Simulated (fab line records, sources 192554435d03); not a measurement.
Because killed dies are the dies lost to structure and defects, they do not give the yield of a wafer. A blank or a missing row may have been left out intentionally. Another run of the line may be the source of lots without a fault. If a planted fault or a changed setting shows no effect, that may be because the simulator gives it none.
What tool caused it? :: flow n5Finfet :: 72 wafers from 24 lots sampled at 5 of the route's 1938 steps

WHAT THE GAUGES SHOWED, per wafer
N5_BEOL_M14_RS_MEAS_54: uses a four-point probe to measure. Usual: M14_RS typically reads 0.0335 ohm/sq, with standard deviation 0.0014.
lot: L074
measured: day 11 23:40
on: filmMetro-01
M14_RS (ohm/sq): 0.0351 0.0347 0.0326
flag: 

lot: L075
measured: day 12 03:01
on: filmMetro-01
M14_RS (ohm/sq): 0.0327 0.0354 0.0330
flag: 

lot: L076
measured: day 12 11:04
on: filmMetro-01
M14_RS (ohm/sq): 0.0347 0.0334 0.0360
flag: 

lot: L078
measured: day 12 17:52
on: filmMetro-01
M14_RS (ohm/sq): 0.0348 0.0333 0.0333
flag: 

lot: L077
measured: day 12 18:02
on: filmMetro-02
M14_RS (ohm/sq): 0.0311 0.0330 0.0344
flag: 

lot: L081
measured: day 13 03:44
on: filmMetro-02
M14_RS (ohm/sq): 0.0343 0.0358 0.0308
flag: 

lot: L079
measured: day 13 08:28
on: filmMetro-01
M14_RS (ohm/sq): 0.0325 0.0357 0.0328
flag: 

lot: L083
measured: day 13 09:19
on: filmMetro-02
M14_RS (ohm/sq): 0.0344 0.0360 0.0334
flag: 

lot: L080
measured: day 13 10:53
on: filmMetro-01
M14_RS (ohm/sq): 0.0346 0.0334 0.0332
flag: 

lot: L082
measured: day 13 23:48
on: filmMetro-01
M14_RS (ohm/sq): 0.0325 0.0324 0.0338
flag: 

lot: L084
measured: day 14 04:19
on: filmMetro-02
M14_RS (ohm/sq): 0.0345 0.0337 0.0314
flag: 

lot: L085
measured: day 14 09:13
on: filmMetro-02
M14_RS (ohm/sq): 0.0345 0.0356 0.0346
flag: 

lot: L088
measured: day 14 21:38
on: filmMetro-01
M14_RS (ohm/sq): 0.0325 0.0345 0.0343
flag: 

lot: L086
measured: day 15 05:44
on: filmMetro-02
M14_RS (ohm/sq): 0.0350 0.0328 0.0348
flag: 

lot: L089
measured: day 15 13:51
on: filmMetro-02
M14_RS (ohm/sq): 0.0324 0.0323 0.0352
flag: 

lot: L087
measured: day 15 14:34
on: filmMetro-02
M14_RS (ohm/sq): 0.0345 0.0323 0.0333
flag: 

lot: L092
measured: day 15 23:41
on: filmMetro-02
M14_RS (ohm/sq): 0.0352 0.0333 0.0312
flag: 

lot: L091
measured: day 16 00:08
on: filmMetro-02
M14_RS (ohm/sq): 0.0351 0.0327 0.0355
flag: 

lot: L090
measured: day 16 02:39
on: filmMetro-02
M14_RS (ohm/sq): 0.0350 0.0324 0.0325
flag: 

lot: L094
measured: day 16 09:10
on: filmMetro-02
M14_RS (ohm/sq): 0.0320 0.0329 0.0347
flag: 

lot: L093
measured: day 16 13:58
on: filmMetro-02
M14_RS (ohm/sq): 0.0328 0.0311 0.0357
flag: 

lot: L095
measured: day 17 08:35
on: filmMetro-01
M14_RS (ohm/sq): 0.0328 0.0319 0.0326
flag: 

lot: L097
measured: day 17 17:29
on: filmMetro-02
M14_RS (ohm/sq): 0.0341 0.0340 0.0339
flag: 

lot: L096
measured: day 18 16:52
on: filmMetro-02
M14_RS (ohm/sq): 0.0342 0.0313 0.0354
flag: 

N5_MIM_TOP_LITHO_INSPECT_12: inspects for defects (macro). Usual: rawDefectCount reads 2.0 (standard deviation 1.6).
lot: L074
measured: day 12 09:14
on: defectInspect-02
rawDefectCount: 3 3 2
flag: 

lot: L075
measured: day 12 12:09
on: defectInspect-02
rawDefectCount: 1 4 1
flag: 

lot: L076
measured: day 13 00:08
on: defectInspect-01
rawDefectCount: 2 1 0
flag: 

lot: L078
measured: day 13 02:57
on: defectInspect-01
rawDefectCount: 2 1 1
flag: 

lot: L077
measured: day 13 07:17
on: defectInspect-02
rawDefectCount: 1 1 1
flag: 

lot: L081
measured: day 13 15:58
on: defectInspect-02
rawDefectCount: 3 2 4
flag: 

lot: L079
measured: day 13 19:37
on: defectInspect-01
rawDefectCount: 1 5 2
flag: 

lot: L083
measured: day 13 21:40
on: defectInspect-02
rawDefectCount: 3 1 1
flag: 

lot: L080
measured: day 13 23:22
on: defectInspect-01
rawDefectCount: 2 0 3
flag: 

lot: L082
measured: day 14 09:05
on: defectInspect-02
rawDefectCount: 3 1 1
flag: 

lot: L084
measured: day 14 15:14
on: defectInspect-01
rawDefectCount: 2 1 4
flag: 

lot: L085
measured: day 14 20:39
on: defectInspect-02
rawDefectCount: 0 2 4
flag: 

lot: L088
measured: day 15 07:50
on: defectInspect-02
rawDefectCount: 1 4 1
flag: 

lot: L086
measured: day 15 17:43
on: defectInspect-01
rawDefectCount: 2 3 2
flag: 

lot: L089
measured: day 15 23:39
on: defectInspect-02
rawDefectCount: 1 1 1
flag: 

lot: L087
measured: day 16 00:35
on: defectInspect-02
rawDefectCount: 5 2 2
flag: 

lot: L092
measured: day 16 08:26
on: defectInspect-01
rawDefectCount: 0 1 6
flag: 

lot: L091
measured: day 16 12:46
on: defectInspect-01
rawDefectCount: 5 1 1
flag: 

lot: L090
measured: day 16 13:47
on: defectInspect-01
rawDefectCount: 0 2 1
flag: 

lot: L094
measured: day 16 16:47
on: defectInspect-01
rawDefectCount: 6 3 1
flag: 

lot: L093
measured: day 17 00:20
on: defectInspect-01
rawDefectCount: 5 1 5
flag: 

lot: L095
measured: day 17 16:45
on: defectInspect-01
rawDefectCount: 1 2 0
flag: 

lot: L097
measured: day 18 00:44
on: defectInspect-01
rawDefectCount: 4 0 0
flag: 

lot: L096
measured: day 19 03:22
on: defectInspect-01
rawDefectCount: 2 0 1
flag: 

WHAT TOOL EACH LOT RAN ON (gives the tool, then ch and the chambers of the sampled wafers, and finally the start)
lot: L074
N5_BEOL_M15_STRIP_36: rieDiel-05 ch 0,2, day 12 02:26
N5_PASSIVATION_PECVD_00: pecvd-03 ch 0,1, day 12 05:52
N5_MIM_TOP_ALD_02: aldHk-01 ch 0,2,3, day 12 09:14 or earlier

lot: L075
N5_BEOL_M15_STRIP_36: rieDiel-04 ch 1,2,3, day 12 07:13
N5_PASSIVATION_PECVD_00: pecvd-03 ch 0,1,2, day 12 10:34
N5_MIM_TOP_ALD_02: aldHk-02 ch 0,2, day 12 12:09 or earlier

lot: L076
N5_BEOL_M15_STRIP_36: rieDiel-04 ch 0,1,2, day 12 18:23
N5_PASSIVATION_PECVD_00: pecvd-01 ch 0,2, day 12 21:47
N5_MIM_TOP_ALD_02: aldHk-02 ch 0,2, day 13 00:08 or earlier

lot: L078
N5_BEOL_M15_STRIP_36: rieDiel-04 ch 0,2,3, day 12 20:28
N5_PASSIVATION_PECVD_00: pecvd-01 ch 0,2, day 12 23:38
N5_MIM_TOP_ALD_02: aldHk-03 ch 0,1,3, day 13 02:57 or earlier

lot: L077
N5_BEOL_M15_STRIP_36: rieDiel-05 ch 1,2,3, day 12 23:02
N5_PASSIVATION_PECVD_00: pecvd-01 ch 1,2, day 13 01:59
N5_MIM_TOP_ALD_02: aldHk-03 ch 0,1,2, day 13 07:17 or earlier

lot: L081
N5_BEOL_M15_STRIP_36: rieDiel-05 ch 0,2, day 13 08:33
N5_PASSIVATION_PECVD_00: pecvd-02 ch 0,2, day 13 12:13
N5_MIM_TOP_ALD_02: aldHk-03 ch 0,2, day 13 15:58 or earlier

lot: L079
N5_BEOL_M15_STRIP_36: rieDiel-04 ch 0,1,3, day 13 14:17
N5_PASSIVATION_PECVD_00: pecvd-03 ch 1,2, day 13 17:15
N5_MIM_TOP_ALD_02: aldHk-01 ch 1,2,3, day 13 19:37 or earlier

lot: L083
N5_BEOL_M15_STRIP_36: rieDiel-02 ch 1,2,3, day 13 14:28
N5_PASSIVATION_PECVD_00: pecvd-01 ch 0,1,2, day 13 17:32
N5_MIM_TOP_ALD_02: aldHk-02 ch 0,1,3, day 13 21:40 or earlier

lot: L080
N5_BEOL_M15_STRIP_36: rieDiel-05 ch 0,1,2, day 13 17:26
N5_PASSIVATION_PECVD_00: pecvd-01 ch 0,2, day 13 20:21
N5_MIM_TOP_ALD_02: aldHk-02 ch 1,2, day 13 23:22 or earlier

lot: L082
N5_BEOL_M15_STRIP_36: rieDiel-02 ch 2,3, day 14 03:55
N5_PASSIVATION_PECVD_00: pecvd-02 ch 0,1, day 14 07:07
N5_MIM_TOP_ALD_02: aldHk-03 ch 2,3, day 14 09:05 or earlier

lot: L084
N5_BEOL_M15_STRIP_36: rieDiel-02 ch 0,1,2, day 14 07:29
N5_PASSIVATION_PECVD_00: pecvd-03 ch 0,1,2, day 14 10:25
N5_MIM_TOP_ALD_02: aldHk-01 ch 0,2,3, day 14 15:14 or earlier

lot: L085
N5_BEOL_M15_STRIP_36: rieDiel-05 ch 0,2, day 14 14:36
N5_PASSIVATION_PECVD_00: pecvd-02 ch 0,1,2, day 14 17:41
N5_MIM_TOP_ALD_02: aldHk-03 ch 0,1,3, day 14 20:39 or earlier

lot: L088
N5_BEOL_M15_STRIP_36: rieDiel-05 ch 0,1,2, day 15 01:30
N5_PASSIVATION_PECVD_00: pecvd-03 ch 0,2, day 15 04:27
N5_MIM_TOP_ALD_02: aldHk-02 ch 2,3, day 15 07:50 or earlier

lot: L086
N5_BEOL_M15_STRIP_36: rieDiel-05 ch 0,1,3, day 15 09:58
N5_PASSIVATION_PECVD_00: pecvd-02 ch 0,1, day 15 13:35
N5_MIM_TOP_ALD_02: aldHk-02 ch 0,2,3, day 15 17:43 or earlier

lot: L089
N5_BEOL_M15_STRIP_36: rieDiel-04 ch 0,1,2, day 15 16:44
N5_PASSIVATION_PECVD_00: pecvd-01 ch 0,1, day 15 19:45
N5_MIM_TOP_ALD_02: aldHk-03 ch 0,1, day 15 23:39 or earlier

lot: L087
N5_BEOL_M15_STRIP_36: rieDiel-04 ch 0,3, day 15 18:29
N5_PASSIVATION_PECVD_00: pecvd-03 ch 0,2, day 15 21:38
N5_MIM_TOP_ALD_02: aldHk-02 ch 2,3, day 16 00:35 or earlier

lot: L092
N5_BEOL_M15_STRIP_36: rieDiel-05 ch 0,2, day 16 03:37
N5_PASSIVATION_PECVD_00: pecvd-01 ch 1,2, day 16 06:31
N5_MIM_TOP_ALD_02: aldHk-03 ch 1,3, day 16 08:26 or earlier

lot: L091
N5_BEOL_M15_STRIP_36: rieDiel-02 ch 0,2,3, day 16 04:17
N5_PASSIVATION_PECVD_00: pecvd-02 ch 0,2, day 16 07:52
N5_MIM_TOP_ALD_02: aldHk-01 ch 0,2,3, day 16 12:46 or earlier

lot: L090
N5_BEOL_M15_STRIP_36: rieDiel-05 ch 1,2,3, day 16 06:42
N5_PASSIVATION_PECVD_00: pecvd-01 ch 0,1,2, day 16 10:07
N5_MIM_TOP_ALD_02: aldHk-03 ch 1,2, day 16 13:47 or earlier

lot: L094
N5_BEOL_M15_STRIP_36: rieDiel-05 ch 2,3, day 16 12:14
N5_PASSIVATION_PECVD_00: pecvd-01 ch 0,1, day 16 15:14
N5_MIM_TOP_ALD_02: aldHk-02 ch 0,2,3, day 16 16:47 or earlier

lot: L093
N5_BEOL_M15_STRIP_36: rieDiel-04 ch 0,1, day 16 19:51
N5_PASSIVATION_PECVD_00: pecvd-03 ch 0,1,2, day 16 22:46
N5_MIM_TOP_ALD_02: aldHk-03 ch 0,1,3, day 17 00:20 or earlier

lot: L095
N5_BEOL_M15_STRIP_36: rieDiel-04 ch 1,2,3, day 17 11:23
N5_PASSIVATION_PECVD_00: pecvd-01 ch 1,2, day 17 14:49
N5_MIM_TOP_ALD_02: aldHk-03 ch 0,1,3, day 17 16:45 or earlier

lot: L097
N5_BEOL_M15_STRIP_36: rieDiel-04 ch 1,2,3, day 17 20:20
N5_PASSIVATION_PECVD_00: pecvd-03 ch 0,2, day 17 23:10
N5_MIM_TOP_ALD_02: aldHk-03 ch 0,2, day 18 00:44 or earlier

lot: L096
N5_BEOL_M15_STRIP_36: rieDiel-02 ch 0,2,3, day 18 20:16
N5_PASSIVATION_PECVD_00: pecvd-03 ch 0,1,2, day 19 00:31
N5_MIM_TOP_ALD_02: aldHk-02 ch 1,2, day 19 03:22 or earlier
- N5_BEOL_M15_STRIP_36: strips in O2.
- N5_PASSIVATION_PECVD_00: deposits SiO2 from SiH4/N2O, target thk 200 nm, time 11.2 s.
- N5_MIM_TOP_ALD_02: deposits Al2O3, purge time 3 s, co reactant pulse time 3 s.

WHAT THE TOOLS THEMSELVES READ (means of the sampled wafers that have a number; where no wafer has one, the mark that the record gives instead)
N5_BEOL_M15_STRIP_36. Usual: drypumpMotorCurrentA 5.6 A, standard deviation 0.47; oesProductAu 0.83 a.u., standard deviation 0.099; rfVppV 3.7 V, standard deviation 0.89; showerheadPlenumPTorr 2.12 Torr, standard deviation 0.08; throttleValvePct 16.63 %, standard deviation 0.28.
lot: L074
tool: rieDiel-05
drypumpMotorCurrentA (A): 6.2
oesProductAu (a.u.): 0.75
rfVppV (V): 3.3
showerheadPlenumPTorr (Torr): 2.11
throttleValvePct (%): 16.79
flag: 

lot: L075
tool: rieDiel-04
drypumpMotorCurrentA (A): 5.4
oesProductAu (a.u.): 0.90
rfVppV (V): 3.3
showerheadPlenumPTorr (Torr): 2.16
throttleValvePct (%): 16.49
flag: 

lot: L076
tool: rieDiel-04
drypumpMotorCurrentA (A): 5.5
oesProductAu (a.u.): 0.88
rfVppV (V): 3.5
showerheadPlenumPTorr (Torr): 2.22
throttleValvePct (%): 16.60
flag: 

lot: L078
tool: rieDiel-04
drypumpMotorCurrentA (A): 5.0
oesProductAu (a.u.): 0.83
rfVppV (V): 4.4
showerheadPlenumPTorr (Torr): 2.16
throttleValvePct (%): 16.39
flag: 

lot: L077
tool: rieDiel-05
drypumpMotorCurrentA (A): 5.5
oesProductAu (a.u.): 0.81
rfVppV (V): 3.3
showerheadPlenumPTorr (Torr): 2.05
throttleValvePct (%): 16.59
flag: 

lot: L081
tool: rieDiel-05
drypumpMotorCurrentA (A): 6.3
oesProductAu (a.u.): 0.74
rfVppV (V): 4.1
showerheadPlenumPTorr (Torr): 2.11
throttleValvePct (%): 16.81
flag: 

lot: L079
tool: rieDiel-04
drypumpMotorCurrentA (A): 5.5
oesProductAu (a.u.): 0.88
rfVppV (V): 3.9
showerheadPlenumPTorr (Torr): 2.20
throttleValvePct (%): 16.38
flag: 

lot: L083
tool: rieDiel-02
drypumpMotorCurrentA (A): 5.7
oesProductAu (a.u.): 0.81
rfVppV (V): 5.4
showerheadPlenumPTorr (Torr): 2.15
throttleValvePct (%): 16.77
flag: 

lot: L080
tool: rieDiel-05
drypumpMotorCurrentA (A): 5.9
oesProductAu (a.u.): 0.73
rfVppV (V): 2.7
showerheadPlenumPTorr (Torr): 2.07
throttleValvePct (%): 16.71
flag: 

lot: L082
tool: rieDiel-02
drypumpMotorCurrentA (A): 5.6
oesProductAu (a.u.): 0.87
rfVppV (V): 4.0
showerheadPlenumPTorr (Torr): 2.13
throttleValvePct (%): 16.72
flag: 

lot: L084
tool: rieDiel-02
drypumpMotorCurrentA (A): 5.9
oesProductAu (a.u.): 0.76
rfVppV (V): 3.0
showerheadPlenumPTorr (Torr): 2.10
throttleValvePct (%): 16.88
flag: 

lot: L085
tool: rieDiel-05
drypumpMotorCurrentA (A): 6.2
oesProductAu (a.u.): 0.74
rfVppV (V): 2.7
showerheadPlenumPTorr (Torr): 2.11
throttleValvePct (%): 16.81
flag: 

lot: L088
tool: rieDiel-05
drypumpMotorCurrentA (A): 5.9
oesProductAu (a.u.): 0.84
rfVppV (V): 3.9
showerheadPlenumPTorr (Torr): 2.07
throttleValvePct (%): 16.54
flag: 

lot: L086
tool: rieDiel-05
drypumpMotorCurrentA (A): 5.7
oesProductAu (a.u.): 0.84
rfVppV (V): 3.9
showerheadPlenumPTorr (Torr): 2.09
throttleValvePct (%): 16.72
flag: 

lot: L089
tool: rieDiel-04
drypumpMotorCurrentA (A): 5.4
oesProductAu (a.u.): 0.84
rfVppV (V): 3.9
showerheadPlenumPTorr (Torr): 2.21
throttleValvePct (%): 16.63
flag: 

lot: L087
tool: rieDiel-04
drypumpMotorCurrentA (A): 5.2
oesProductAu (a.u.): 0.84
rfVppV (V): 3.9
showerheadPlenumPTorr (Torr): 2.19
throttleValvePct (%): 16.30
flag: 

lot: L092
tool: rieDiel-05
drypumpMotorCurrentA (A): 6.3
oesProductAu (a.u.): 0.72
rfVppV (V): 3.9
showerheadPlenumPTorr (Torr): 2.10
throttleValvePct (%): 16.83
flag: 

lot: L091
tool: rieDiel-02
drypumpMotorCurrentA (A): 5.7
oesProductAu (a.u.): 0.80
rfVppV (V): 3.2
showerheadPlenumPTorr (Torr): 2.12
throttleValvePct (%): 16.79
flag: 

lot: L090
tool: rieDiel-05
drypumpMotorCurrentA (A): 5.5
oesProductAu (a.u.): 0.89
rfVppV (V): 3.8
showerheadPlenumPTorr (Torr): 2.04
throttleValvePct (%): 16.51
flag: 

lot: L094
tool: rieDiel-05
drypumpMotorCurrentA (A): 5.6
oesProductAu (a.u.): 0.84
rfVppV (V): 3.8
showerheadPlenumPTorr (Torr): 2.03
throttleValvePct (%): 16.50
flag: 

lot: L093
tool: rieDiel-04
drypumpMotorCurrentA (A): 5.6
oesProductAu (a.u.): 0.86
rfVppV (V): 4.0
showerheadPlenumPTorr (Torr): 2.24
throttleValvePct (%): 16.50
flag: 

lot: L095
tool: rieDiel-04
drypumpMotorCurrentA (A): 5.4
oesProductAu (a.u.): 0.81
rfVppV (V): 4.2
showerheadPlenumPTorr (Torr): 2.15
throttleValvePct (%): 16.55
flag: 

lot: L097
tool: rieDiel-04
drypumpMotorCurrentA (A): 5.4
oesProductAu (a.u.): 0.82
rfVppV (V): 3.3
showerheadPlenumPTorr (Torr): 2.15
throttleValvePct (%): 16.56
flag: 

lot: L096
tool: rieDiel-02
drypumpMotorCurrentA (A): 5.7
oesProductAu (a.u.): 0.87
rfVppV (V): 3.4
showerheadPlenumPTorr (Torr): 2.11
throttleValvePct (%): 16.66
flag: 

N5_PASSIVATION_PECVD_00. Usual: heaterPowerW 712 W, standard deviation 130; rfFwdPowerW 600.4 W, standard deviation 3; showerheadPlenumPTorr 8.20 Torr, standard deviation 0.082; throttleValvePct 49.2 %, standard deviation 2.5.
lot: L074
tool: pecvd-03
heaterPowerW (W): 883
rfFwdPowerW (W): 604.4
showerheadPlenumPTorr (Torr): 8.26
throttleValvePct (%): 51.2
flag: 

lot: L075
tool: pecvd-03
heaterPowerW (W): 734
rfFwdPowerW (W): 603.1
showerheadPlenumPTorr (Torr): 8.24
throttleValvePct (%): 48.7
flag: 

lot: L076
tool: pecvd-01
heaterPowerW (W): 735
rfFwdPowerW (W): 598.9
showerheadPlenumPTorr (Torr): 8.09
throttleValvePct (%): 48.3
flag: 

lot: L078
tool: pecvd-01
heaterPowerW (W): 683
rfFwdPowerW (W): 599.5
showerheadPlenumPTorr (Torr): 8.09
throttleValvePct (%): 48.4
flag: 

lot: L077
tool: pecvd-01
heaterPowerW (W): 755
rfFwdPowerW (W): 601.7
showerheadPlenumPTorr (Torr): 8.21
throttleValvePct (%): 48.9
flag: 

lot: L081
tool: pecvd-02
heaterPowerW (W): 611
rfFwdPowerW (W): 599.0
showerheadPlenumPTorr (Torr): 8.30
throttleValvePct (%): 49.6
flag: 

lot: L079
tool: pecvd-03
heaterPowerW (W): 663
rfFwdPowerW (W): 600.0
showerheadPlenumPTorr (Torr): 8.24
throttleValvePct (%): 46.8
flag: 

lot: L083
tool: pecvd-01
heaterPowerW (W): 704
rfFwdPowerW (W): 600.2
showerheadPlenumPTorr (Torr): 8.14
throttleValvePct (%): 49.7
flag: 

lot: L080
tool: pecvd-01
heaterPowerW (W): 787
rfFwdPowerW (W): 597.3
showerheadPlenumPTorr (Torr): 8.08
throttleValvePct (%): 48.3
flag: 

lot: L082
tool: pecvd-02
heaterPowerW (W): 525
rfFwdPowerW (W): 600.1
showerheadPlenumPTorr (Torr): 8.16
throttleValvePct (%): 51.1
flag: 

lot: L084
tool: pecvd-03
heaterPowerW (W): 765
rfFwdPowerW (W): 599.7
showerheadPlenumPTorr (Torr): 8.25
throttleValvePct (%): 48.8
flag: 

lot: L085
tool: pecvd-02
heaterPowerW (W): 666
rfFwdPowerW (W): 599.1
showerheadPlenumPTorr (Torr): 8.23
throttleValvePct (%): 49.9
flag: 

lot: L088
tool: pecvd-03
heaterPowerW (W): 691
rfFwdPowerW (W): 597.5
showerheadPlenumPTorr (Torr): 8.24
throttleValvePct (%): 46.4
flag: 

lot: L086
tool: pecvd-02
heaterPowerW (W): 628
rfFwdPowerW (W): 598.7
showerheadPlenumPTorr (Torr): 8.23
throttleValvePct (%): 50.8
flag: 

lot: L089
tool: pecvd-01
heaterPowerW (W): 659
rfFwdPowerW (W): 603.8
showerheadPlenumPTorr (Torr): 8.17
throttleValvePct (%): 50.9
flag: 

lot: L087
tool: pecvd-03
heaterPowerW (W): 714
rfFwdPowerW (W): 597.6
showerheadPlenumPTorr (Torr): 8.24
throttleValvePct (%): 46.3
flag: 

lot: L092
tool: pecvd-01
heaterPowerW (W): 785
rfFwdPowerW (W): 597.9
showerheadPlenumPTorr (Torr): 8.16
throttleValvePct (%): 47.9
flag: 

lot: L091
tool: pecvd-02
heaterPowerW (W): 654
rfFwdPowerW (W): 599.2
showerheadPlenumPTorr (Torr): 8.29
throttleValvePct (%): 49.7
flag: 

lot: L090
tool: pecvd-01
heaterPowerW (W): 718
rfFwdPowerW (W): 601.1
showerheadPlenumPTorr (Torr): 8.13
throttleValvePct (%): 50.0
flag: 

lot: L094
tool: pecvd-01
heaterPowerW (W): 599
rfFwdPowerW (W): 601.9
showerheadPlenumPTorr (Torr): 8.12
throttleValvePct (%): 51.8
flag: 

lot: L093
tool: pecvd-03
heaterPowerW (W): 782
rfFwdPowerW (W): 599.8
showerheadPlenumPTorr (Torr): 8.25
throttleValvePct (%): 48.9
flag: 

lot: L095
tool: pecvd-01
heaterPowerW (W): 728
rfFwdPowerW (W): 599.7
showerheadPlenumPTorr (Torr): 8.20
throttleValvePct (%): 48.9
flag: 

lot: L097
tool: pecvd-03
heaterPowerW (W): 741
rfFwdPowerW (W): 598.7
showerheadPlenumPTorr (Torr): 8.25
throttleValvePct (%): 48.1
flag: 

lot: L096
tool: pecvd-03
heaterPowerW (W): 780
rfFwdPowerW (W): 602.3
showerheadPlenumPTorr (Torr): 8.24
throttleValvePct (%): 47.4
flag: 

N5_MIM_TOP_ALD_02. Usual: precursorPulseHeightRel reads 0.998 (standard deviation 0.02).
lot: L074
tool: aldHk-01
precursorPulseHeightRel: 0.993
flag: 

lot: L075
tool: aldHk-02
precursorPulseHeightRel: 0.988
flag: 

lot: L076
tool: aldHk-02
precursorPulseHeightRel: 0.995
flag: 

lot: L078
tool: aldHk-03
precursorPulseHeightRel: 0.980
flag: 

lot: L077
tool: aldHk-03
precursorPulseHeightRel: 0.992
flag: 

lot: L081
tool: aldHk-03
precursorPulseHeightRel: 1.018
flag: 

lot: L079
tool: aldHk-01
precursorPulseHeightRel: 1.007
flag: 

lot: L083
tool: aldHk-02
precursorPulseHeightRel: 0.996
flag: 

lot: L080
tool: aldHk-02
precursorPulseHeightRel: 0.987
flag: 

lot: L082
tool: aldHk-03
precursorPulseHeightRel: 0.995
flag: 

lot: L084
tool: aldHk-01
precursorPulseHeightRel: 1.006
flag: 

lot: L085
tool: aldHk-03
precursorPulseHeightRel: 1.007
flag: 

lot: L088
tool: aldHk-02
precursorPulseHeightRel: 1.010
flag: 

lot: L086
tool: aldHk-02
precursorPulseHeightRel: 0.994
flag: 

lot: L089
tool: aldHk-03
precursorPulseHeightRel: 1.001
flag: 

lot: L087
tool: aldHk-02
precursorPulseHeightRel: 0.991
flag: 

lot: L092
tool: aldHk-03
precursorPulseHeightRel: 1.021
flag: 

lot: L091
tool: aldHk-01
precursorPulseHeightRel: 0.983
flag: 

lot: L090
tool: aldHk-03
precursorPulseHeightRel: 0.998
flag: 

lot: L094
tool: aldHk-02
precursorPulseHeightRel: 1.001
flag: 

lot: L093
tool: aldHk-03
precursorPulseHeightRel: 0.993
flag: 

lot: L095
tool: aldHk-03
precursorPulseHeightRel: 0.996
flag: 

lot: L097
tool: aldHk-03
precursorPulseHeightRel: 0.981
flag: 

lot: L096
tool: aldHk-02
precursorPulseHeightRel: 1.005
flag: 

THE ANSWER, worked out from the rows above alone
Rule: a lot is off if the mean of its wafers that have a number lies more than 3 standard deviations from the usual mean. Also off: a lot with no number at a reading for which 4 or more lots have one. All remaining lots with rows at the step are treated as sound. After the gauges, taken in route order, come the tools' own readings; for these a lot's mean is taken, as printed above. The first step at which some lot is off is used, and at that step the reading that is off furthest; a lot without a number counts as furthest.
No lot is off at any reading shown: from this, nothing can be told.

WHAT WAS PUT IN BY THE SIMULATOR
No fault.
